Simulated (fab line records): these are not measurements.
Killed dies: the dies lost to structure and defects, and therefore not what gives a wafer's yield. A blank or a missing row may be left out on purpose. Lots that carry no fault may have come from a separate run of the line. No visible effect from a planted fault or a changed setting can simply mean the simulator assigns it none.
Matching of chambers :: flow n5Finfet :: N5_BEOL_M7_STRIP_67 on rieDiel-03: 4 sister chambers
The step strips in CF4. 14 wafers are shown with their chamber, then 7 later ones without.

WAFERS, EACH WITH ITS CHAMBER
wafer: L077.1
chamber: 2
showerheadPlenumPTorr (Torr): 1.71
oesProductAu (a.u.): 0.69
drypumpMotorCurrentA (A): 5.7

wafer: L077.2
chamber: 1
showerheadPlenumPTorr (Torr): 1.78
oesProductAu (a.u.): 0.71
drypumpMotorCurrentA (A): 5.7

wafer: L077.5
chamber: 1
showerheadPlenumPTorr (Torr): 1.77
oesProductAu (a.u.): 0.71
drypumpMotorCurrentA (A): 5.7

wafer: L078.1
chamber: 0
showerheadPlenumPTorr (Torr): 1.88
oesProductAu (a.u.): 0.79
drypumpMotorCurrentA (A): 5.8

wafer: L078.3
chamber: 2
showerheadPlenumPTorr (Torr): 1.70
oesProductAu (a.u.): 0.69
drypumpMotorCurrentA (A): 5.7

wafer: L078.5
chamber: 0
showerheadPlenumPTorr (Torr): 1.88
oesProductAu (a.u.): 0.79
drypumpMotorCurrentA (A): 5.9

wafer: L079.3
chamber: 2
showerheadPlenumPTorr (Torr): 1.70
oesProductAu (a.u.): 0.69
drypumpMotorCurrentA (A): 5.7

wafer: L079.5
chamber: 2
showerheadPlenumPTorr (Torr): 1.70
oesProductAu (a.u.): 0.69
drypumpMotorCurrentA (A): 5.7

wafer: L079.6
chamber: 1
showerheadPlenumPTorr (Torr): 1.77
oesProductAu (a.u.): 0.71
drypumpMotorCurrentA (A): 5.7

wafer: L081.1
chamber: 0
showerheadPlenumPTorr (Torr): 1.88
oesProductAu (a.u.): 0.78
drypumpMotorCurrentA (A): 5.9

wafer: L081.3
chamber: 3
showerheadPlenumPTorr (Torr): 1.84
oesProductAu (a.u.): 0.70
drypumpMotorCurrentA (A): 5.5

wafer: L081.6
chamber: 0
showerheadPlenumPTorr (Torr): 1.88
oesProductAu (a.u.): 0.79
drypumpMotorCurrentA (A): 5.9

wafer: L082.1
chamber: 2
showerheadPlenumPTorr (Torr): 1.70
oesProductAu (a.u.): 0.68
drypumpMotorCurrentA (A): 5.7

wafer: L082.3
chamber: 0
showerheadPlenumPTorr (Torr): 1.88
oesProductAu (a.u.): 0.78
drypumpMotorCurrentA (A): 5.9

SIGNATURES, as means of the wafers listed above
reading: showerheadPlenumPTorr
chamber 0: 1.8800
chamber 1: 1.7733
chamber 2: 1.7020
chamber 3: 1.8400
scatter within a chamber: 0.00383

reading: oesProductAu
chamber 0: 0.7860
chamber 1: 0.7100
chamber 2: 0.6880
chamber 3: 0.7000
scatter within a chamber: 0.00447

reading: drypumpMotorCurrentA
chamber 0: 5.880
chamber 1: 5.700
chamber 2: 5.700
chamber 3: 5.500
scatter within a chamber: 0.0283
Rule: for each reading, subtract the chamber's mean from the wafer's reading, divide by that reading's scatter and square the result; add these up over the readings and take the root, which gives the wafer's distance from the chamber. The wafer belongs to the nearest chamber; if the next one is less than 2 further off, it can't be placed. The scatter: the root of (the sum of the squares of (reading less its chamber's mean) over the shown wafers, divided by (wafers less chambers)).

WAFERS WITH NO CHAMBER GIVEN
wafer: L082.4
showerheadPlenumPTorr (Torr): 1.84
oesProductAu (a.u.): 0.69
drypumpMotorCurrentA (A): 5.5

wafer: L084.1
showerheadPlenumPTorr (Torr): 1.70
oesProductAu (a.u.): 0.68
drypumpMotorCurrentA (A): 5.7

wafer: L084.2
showerheadPlenumPTorr (Torr): 1.88
oesProductAu (a.u.): 0.78
drypumpMotorCurrentA (A): 5.9

wafer: L084.4
showerheadPlenumPTorr (Torr): 1.77
oesProductAu (a.u.): 0.71
drypumpMotorCurrentA (A): 5.7

wafer: L096.1
showerheadPlenumPTorr (Torr): 1.77
oesProductAu (a.u.): 0.70
drypumpMotorCurrentA (A): 5.7

wafer: L096.2
showerheadPlenumPTorr (Torr): 1.91
oesProductAu (a.u.): 0.97
drypumpMotorCurrentA (A): 5.7

wafer: L096.3
showerheadPlenumPTorr (Torr): 1.83
oesProductAu (a.u.): 0.68
drypumpMotorCurrentA (A): 5.5

CHAMBER TAKEN BY EACH
wafer: L082.4
from the rows above: 3
in truth: 3

wafer: L084.1
from the rows above: 2
in truth: 2

wafer: L084.2
from the rows above: 0
in truth: 0

wafer: L084.4
from the rows above: 1
in truth: 1

wafer: L096.1
from the rows above: 1
in truth: 1

wafer: L096.2
from the rows above: 0
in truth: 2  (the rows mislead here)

wafer: L096.3
from the rows above: 3
in truth: 3
6 of 7 placed correctly. Can't be placed from these rows: 0. Number placed wrongly: 1.
